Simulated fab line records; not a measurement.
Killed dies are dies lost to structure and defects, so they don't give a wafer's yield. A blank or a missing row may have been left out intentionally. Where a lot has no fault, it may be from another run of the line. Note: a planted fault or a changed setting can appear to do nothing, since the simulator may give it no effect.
Matching of chambers + flow n5 finfet + N5_GATE_CUT_DESCUM_18 on rie diel-06: 4 sister chambers
The step chemistry O2, time 7 s. 20 wafers are shown with their chamber, then 10 later ones without.

## WAFERS WITH THEIR CHAMBER
| wafer  | chamber | oes product au (a.u.) | throttle valve pct (%) | rf vpp V (V) |
|--------|---------|-----------------------|------------------------|--------------|
| L079.2 | 2       | 0.92                  | 19.8                   | 243.8        |
| L079.3 | 1       | 0.69                  | 20.5                   | 244.4        |
| L079.4 | 0       | 0.83                  | 20.2                   | 242.5        |
| L080.2 | 0       | 0.83                  | 20.2                   | 242.3        |
| L080.3 | 2       | 0.92                  | 19.8                   | 243.8        |
| L080.5 | 3       | 0.94                  | 20.0                   | 242.3        |
| L084.2 | 2       | 0.92                  | 19.8                   | 245.0        |
| L084.4 | 1       | 0.69                  | 20.5                   | 244.3        |
| L084.5 | 2       | 0.91                  | 19.8                   | 244.2        |
| L086.3 | 3       | 0.93                  | 20.1                   | 241.0        |
| L086.4 | 2       | 0.92                  | 19.8                   | 244.3        |
| L086.5 | 0       | 0.82                  | 20.2                   | 242.6        |
| L087.2 | 1       | 0.69                  | 20.5                   | 245.0        |
| L087.3 | 2       | 0.92                  | 19.8                   | 243.4        |
| L087.5 | 2       | 0.91                  | 19.8                   | 243.2        |
| L090.2 | 0       | 0.82                  | 20.2                   | 243.9        |
| L090.4 | 1       | 0.68                  | 20.6                   | 243.3        |
| L090.5 | 2       | 0.90                  | 19.8                   | 242.3        |
| L091.1 | 0       | 0.82                  | 20.3                   | 244.7        |
| L091.2 | 2       | 0.90                  | 19.8                   | 243.2        |

SIGNATURES (means of the wafers above)
| reading            | chamber 0 | chamber 1 | chamber 2 | chamber 3 | scatter within a chamber |
|--------------------|-----------|-----------|-----------|-----------|--------------------------|
| oes product au     | 0.8240    | 0.6875    | 0.9133    | 0.9350    | 0.00727                  |
| throttle valve pct | 20.220    | 20.525    | 19.800    | 20.050    | 0.0358                   |
| rf vpp V           | 243.200   | 244.250   | 243.689   | 241.650   | 0.852                    |
Rule: for each reading, subtract the chamber's mean from the wafer's reading, divide by that reading's scatter and square the result; add these up over the readings and take the root, which gives the wafer's distance from the chamber. The wafer belongs to the nearest chamber; if the next one is less than 2 further off, it can't be placed. The scatter: take each reading less its chamber's mean, square it, sum over the shown wafers, divide by the number of wafers less the number of chambers, and take the root.

## WAFERS WHOSE CHAMBER IS MISSING
| wafer  | oes product au (a.u.) | throttle valve pct (%) | rf vpp V (V) |
|--------|-----------------------|------------------------|--------------|
| L091.4 | 0.91                  | 20.1                   | 241.8        |
| L093.1 | 0.81                  | 20.2                   | 241.9        |
| L093.5 | 0.68                  | 20.6                   | 243.8        |
| L093.6 | 0.89                  | 19.8                   | 245.0        |
| L095.2 | 0.81                  | 20.2                   | 243.1        |
| L095.3 | 0.88                  | 19.8                   | 243.3        |
| L095.5 | 0.90                  | 20.1                   | 244.5        |
| L097.1 | 0.88                  | 19.8                   | 244.0        |
| L097.2 | 0.67                  | 20.6                   | 244.3        |
| L097.4 | 0.90                  | 20.1                   | 242.3        |

## CHAMBER TAKEN BY EACH
| wafer  | from the rows above | in truth |
|--------|---------------------|----------|
| L091.4 | 3                   | 3        |
| L093.1 | 0                   | 0        |
| L093.5 | 1                   | 1        |
| L093.6 | 2                   | 2        |
| L095.2 | 0                   | 0        |
| L095.3 | 2                   | 2        |
| L095.5 | 3                   | 3        |
| L097.1 | 2                   | 2        |
| L097.2 | 1                   | 1        |
| L097.4 | 3                   | 3        |
Correct placement for 10 of the 10. Can't be placed from these rows: 0. Number placed wrongly: 0.
